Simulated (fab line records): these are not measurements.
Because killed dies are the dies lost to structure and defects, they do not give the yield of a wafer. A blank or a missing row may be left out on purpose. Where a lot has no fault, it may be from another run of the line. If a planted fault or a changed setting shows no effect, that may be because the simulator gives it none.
Chamber matching -- flow n5-finfet -- N5_BEOL_M8_PECVD_70 on pecvd-04: 3 sister chambers
The step deposits SiO2 from TEOS/O2, target thk 20 nm, time 22.7 s. 3 wafers are shown with their chamber, then 12 later ones without.

== EACH WAFER AND ITS CHAMBER ==
wafer,chamber,showerhead-plenum-p-Torr (Torr)
L088.1,1,8.69
L089.4,2,8.72
L089.6,0,8.90

== WAFERS MISSING THEIR CHAMBER ==
wafer,showerhead-plenum-p-Torr (Torr)
L091.1,8.70
L091.2,8.74
L091.3,8.89
L095.2,8.89
L095.4,8.88
L095.6,8.86
L096.1,8.70
L096.2,8.89
L096.3,8.69
L097.1,8.86
L097.2,8.69
L097.5,8.69

== EACH ONE'S CHAMBER ==
wafer,from the rows above,in truth
L091.1,can't be placed: 1 or 2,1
L091.2,can't be placed: 2 or 1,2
L091.3,0,0
L095.2,0,0
L095.4,0,0
L095.6,0,0
L096.1,can't be placed: 1 or 2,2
L096.2,0,0
L096.3,can't be placed: 1 or 2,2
L097.1,0,0
L097.2,can't be placed: 1 or 2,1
L097.5,can't be placed: 1 or 2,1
Placed correctly: 6 of 12. Not placeable from these rows: 6 (in 6, the candidates include the true chamber). Placed wrongly: 0.
How it was worked out, from the rows above alone: a wafer's distance from a chamber is the root of the sum, over the readings, of the square of ((its reading less the chamber's mean) divided by the reading's scatter). The wafer belongs to the nearest chamber; if the next one is less than 2 further off, it can't be placed. Each chamber's mean is taken over the wafers shown for it. The scatter: root of mean squared gap, hidden wafer to nearest shown wafer, with one shown wafer a chamber.
